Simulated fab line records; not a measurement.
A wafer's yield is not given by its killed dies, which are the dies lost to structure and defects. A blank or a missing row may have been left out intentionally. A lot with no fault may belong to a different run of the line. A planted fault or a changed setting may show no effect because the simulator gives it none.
What tool caused it? | flow n5-finfet | 12 lots, 36 wafers sampled, at 2 steps of a route of 1938

WHAT THE GAUGES SHOWED, per wafer
N5_BEOL_M11_CD_MEAS_11: target cd 64.1 nm.
lot  | measured     | on        | cd-nm (nm)
L074 | day 14 21:46 | cd-sem-02 | 64.0 63.3 63.7
L077 | day 15 06:14 | cd-sem-02 | 63.4 63.2 64.1
L079 | day 15 07:22 | cd-sem-01 | 64.5 64.6 64.1
L083 | day 16 02:52 | cd-sem-03 | 64.7 65.0 64.4
L082 | day 16 07:20 | cd-sem-03 | 63.7 63.9 64.3
L084 | day 16 22:02 | cd-sem-03 | 64.2 63.1 63.8
L089 | day 17 15:38 | cd-sem-03 | 65.2 63.7 63.3
L087 | day 18 04:04 | cd-sem-02 | 63.7 63.9 64.1
L090 | day 18 08:20 | cd-sem-03 | 63.6 63.7 65.0
L093 | day 19 00:32 | cd-sem-02 | 64.4 62.8 62.8
L095 | day 19 16:08 | cd-sem-03 | 63.8 63.3 63.9
L097 | day 20 02:38 | cd-sem-03 | 63.8 63.8 63.7

TOOL THAT RAN EACH LOT (tool first, then ch and the chambers of the sampled wafers, then the start)
lot  | N5_BEOL_M11_ILD_DEP_00
L074 | pecvd-01 ch 0,1, day 14 19:51
L077 | pecvd-03 ch 0,1,2, day 15 03:27
L079 | pecvd-01 ch 0,1,2, day 15 04:10
L083 | pecvd-03 ch 0,1,2, day 16 01:19
L082 | pecvd-01 ch 0,2, day 16 04:26
L084 | pecvd-01 ch 0,1, day 16 20:36
L089 | pecvd-03 ch 0,1, day 17 14:04
L087 | pecvd-04 ch 0,1, day 18 00:25
L090 | pecvd-01 ch 0,2, day 18 06:03
L093 | pecvd-03 ch 0,1, day 18 22:50
L095 | pecvd-01 ch 0,1,2, day 19 12:35
L097 | pecvd-01 ch 0,1,2, day 20 00:29
- N5_BEOL_M11_ILD_DEP_00: deposits SiCOH lowk from DEMS/porogen, target thk 308.51 nm, time 58 s.

THE ANSWER, worked out from the rows above alone
Rule: what is usual is taken from the lots themselves. The widest of any qualifying gaps counts: lots, ordered by their means at a reading, are off when they make up no more than a third of the lots, leave a main group of 4 or more, and stand apart from it by 3 or more times the standard deviation of that group's means. A main group is skipped when, at the precision printed for the reading in the tables above, its means are all equal. Also off: a lot with no number at a reading for which 4 or more lots have one. All remaining lots with rows at the step are treated as sound.
Across all readings shown, no lot is off: no conclusion can be drawn from this.

WHAT HAD BEEN PUT IN BY THE SIMULATOR
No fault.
